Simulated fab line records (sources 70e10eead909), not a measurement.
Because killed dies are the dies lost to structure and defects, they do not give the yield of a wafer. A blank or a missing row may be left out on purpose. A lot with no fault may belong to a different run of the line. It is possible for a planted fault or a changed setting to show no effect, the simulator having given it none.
Matching of chambers | flow nandHarc | NHARC_A_BONDPAD_ETCH_34 on rieDiel-06: 4 sister chambers
The step etches the open film in N2/H2, target depth 60 nm, overetch 18 nm, time 65.91 s. 14 wafers are shown with their chamber, then 7 later ones without.

== WAFERS WITH THEIR CHAMBER ==
wafer  | chamber | drypumpMotorCurrentA (A) | oesProductAu (a.u.) | rfVppV (V)
L520.1 | 3       | 5.4                      | 1.003               | 427.4
L520.5 | 3       | 5.4                      | 1.010               | 428.4
L520.6 | 2       | 5.4                      | 1.000               | 431.9
L521.1 | 3       | 5.4                      | 0.998               | 427.2
L521.3 | 1       | 5.4                      | 0.976               | 427.8
L521.6 | 2       | 5.4                      | 0.998               | 432.4
L522.2 | 2       | 5.4                      | 1.005               | 431.5
L522.4 | 0       | 5.9                      | 0.989               | 426.8
L522.6 | 3       | 5.4                      | 0.999               | 428.9
L523.2 | 0       | 5.8                      | 0.982               | 429.9
L523.4 | 3       | 5.4                      | 0.999               | 428.2
L523.6 | 0       | 5.9                      | 0.984               | 427.1
L525.2 | 2       | 5.4                      | 1.007               | 431.6
L525.3 | 0       | 5.9                      | 0.998               | 430.0

SIGNATURES (means of the wafers above)
reading              | chamber 0 | chamber 1 | chamber 2 | chamber 3 | scatter within a chamber
drypumpMotorCurrentA | 5.875     | 5.400     | 5.400     | 5.400     | 0.0274
oesProductAu         | 0.98825   | 0.97600   | 1.00250   | 1.00180   | 0.00552
rfVppV               | 428.450   | 427.800   | 431.850   | 428.020   | 1.07
Rule: for a wafer and a chamber, the distance is found by dividing, reading by reading, the gap between the wafer's reading and the chamber's mean by the reading's scatter, squaring, summing and taking the root. The wafer belongs to the nearest chamber; if the next one is less than 2 further off, it can't be placed. The scatter: take each reading less its chamber's mean, square it, sum over the shown wafers, divide by the number of wafers less the number of chambers, and take the root.

== WAFERS WHOSE CHAMBER IS MISSING ==
wafer  | drypumpMotorCurrentA (A) | oesProductAu (a.u.) | rfVppV (V)
L525.5 | 5.4                      | 0.998               | 427.0
L529.2 | 5.4                      | 0.989               | 427.7
L529.3 | 5.4                      | 1.005               | 428.2
L529.6 | 5.4                      | 0.995               | 431.8
L542.4 | 5.9                      | 0.984               | 429.8
L542.5 | 5.3                      | 0.995               | 425.9
L542.6 | 5.9                      | 0.965               | 429.4

== EACH ONE'S CHAMBER ==
wafer  | from the rows above     | in truth
L525.5 | 3                       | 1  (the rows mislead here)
L529.2 | can't be placed: 3 or 1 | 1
L529.3 | 3                       | 3
L529.6 | 2                       | 2
L542.4 | 0                       | 0
L542.5 | can't be placed: 3 or 1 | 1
L542.6 | 0                       | 0
Correct placement for 4 of the 7. Can't be placed from these rows: 2 (the true chamber is among the candidates in 2). Placed wrongly: 1.
